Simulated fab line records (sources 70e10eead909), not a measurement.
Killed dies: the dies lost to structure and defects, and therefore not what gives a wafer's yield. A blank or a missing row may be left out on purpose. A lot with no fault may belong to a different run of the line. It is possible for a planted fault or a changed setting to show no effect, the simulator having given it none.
Chamber matching ; flow nandHarc ; NHARC_A_STAIRCASE_ETCH_169 on rieDiel-07 has 4 sister chambers
The step etches the open film in CH3F/O2, target depth 50 nm, time 107.1 s. 8 wafers are shown with their chamber, then 7 later ones without.

## WAFERS PAIRED WITH THEIR CHAMBERS
wafer;chamber;showerheadPlenumPTorr (Torr);rfVppV (V)
L078.6;0;2.55;246.0
L081.2;3;2.53;245.6
L081.5;3;2.53;246.7
L085.1;0;2.54;244.9
L085.4;2;2.29;242.4
L085.6;1;2.63;246.6
L089.1;1;2.63;246.0
L089.3;2;2.29;242.7

## WAFERS WITH NO CHAMBER GIVEN
wafer;showerheadPlenumPTorr (Torr);rfVppV (V)
L089.5;2.54;246.4
L093.1;2.62;245.7
L093.4;2.28;243.0
L093.5;2.62;246.7
L094.1;2.62;247.1
L094.2;2.53;245.7
L094.4;2.53;246.9

## CHAMBER TAKEN BY EACH
wafer;from the rows above;in truth
L089.5;can't be placed: 0 or 3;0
L093.1;1;1
L093.4;2;2
L093.5;1;1
L094.1;1;1
L094.2;3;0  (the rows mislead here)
L094.4;3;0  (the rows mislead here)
4 of 7 placed correctly. These rows do not allow placing 1 (true chamber among the candidates in 1). Placed wrongly: 2.
How it was worked out, from the rows above alone: a wafer's distance from a chamber is the root of the sum, over the readings, of the square of ((its reading less the chamber's mean) divided by the reading's scatter). The wafer belongs to the nearest chamber; if the next one is less than 2 further off, it can't be placed. The mean given for a chamber averages the wafers shown for that chamber. The scatter: the root of (the sum of the squares of (reading less its chamber's mean) over the shown wafers, divided by (wafers less chambers)).
